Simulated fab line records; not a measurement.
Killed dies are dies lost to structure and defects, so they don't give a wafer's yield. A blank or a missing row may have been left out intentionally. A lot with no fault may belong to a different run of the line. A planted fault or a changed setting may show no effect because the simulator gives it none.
Chamber matching || flow n5 finfet || rie diel-06 running N5_BEOL_M3_ETCH_77: 4 sister chambers
The step etches underlayer in N2/H2, target depth 6.5 nm, time 5.2 s. 4 wafers are shown with their chamber, then 10 later ones without.

== WAFERS, EACH WITH ITS CHAMBER ==
{"wafer": "L085.1", "chamber": 2, "showerhead plenum p Torr (Torr)": 2.52}
{"wafer": "L088.5", "chamber": 3, "showerhead plenum p Torr (Torr)": 2.42}
{"wafer": "L090.3", "chamber": 1, "showerhead plenum p Torr (Torr)": 2.42}
{"wafer": "L090.4", "chamber": 0, "showerhead plenum p Torr (Torr)": 2.47}

== WAFERS WHOSE CHAMBER IS MISSING ==
{"wafer": "L090.6", "showerhead plenum p Torr (Torr)": 2.42}
{"wafer": "L089.3", "showerhead plenum p Torr (Torr)": 2.47}
{"wafer": "L089.5", "showerhead plenum p Torr (Torr)": 2.42}
{"wafer": "L089.6", "showerhead plenum p Torr (Torr)": 2.47}
{"wafer": "L091.2", "showerhead plenum p Torr (Torr)": 2.47}
{"wafer": "L091.3", "showerhead plenum p Torr (Torr)": 2.42}
{"wafer": "L091.6", "showerhead plenum p Torr (Torr)": 2.42}
{"wafer": "L092.2", "showerhead plenum p Torr (Torr)": 2.47}
{"wafer": "L092.3", "showerhead plenum p Torr (Torr)": 2.51}
{"wafer": "L092.4", "showerhead plenum p Torr (Torr)": 2.42}

== THE CHAMBER EACH PASSED THROUGH ==
{"wafer": "L090.6", "from the rows above": "can't be placed: 1 or 3", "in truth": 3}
{"wafer": "L089.3", "from the rows above": 0, "in truth": 0}
{"wafer": "L089.5", "from the rows above": "can't be placed: 1 or 3", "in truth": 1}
{"wafer": "L089.6", "from the rows above": 0, "in truth": 0}
{"wafer": "L091.2", "from the rows above": 0, "in truth": 0}
{"wafer": "L091.3", "from the rows above": "can't be placed: 1 or 3", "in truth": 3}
{"wafer": "L091.6", "from the rows above": "can't be placed: 1 or 3", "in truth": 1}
{"wafer": "L092.2", "from the rows above": 0, "in truth": 0}
{"wafer": "L092.3", "from the rows above": 2, "in truth": 2}
{"wafer": "L092.4", "from the rows above": "can't be placed: 1 or 3", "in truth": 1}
Correctly placed: 5 of 10. These rows do not allow placing 5 (true chamber among the candidates in 5). Number placed wrongly: 0.
How it was worked out, from the rows above alone: a wafer's distance from a chamber is the root of the sum, over the readings, of the square of ((its reading less the chamber's mean) divided by the reading's scatter). The wafer belongs to the nearest chamber; if the next one is less than 2 further off, it can't be placed. A chamber's mean is the mean of its shown wafers. The scatter: with one shown wafer a chamber, the root of the mean of the squares of how far each hidden wafer lies from its nearest shown one.
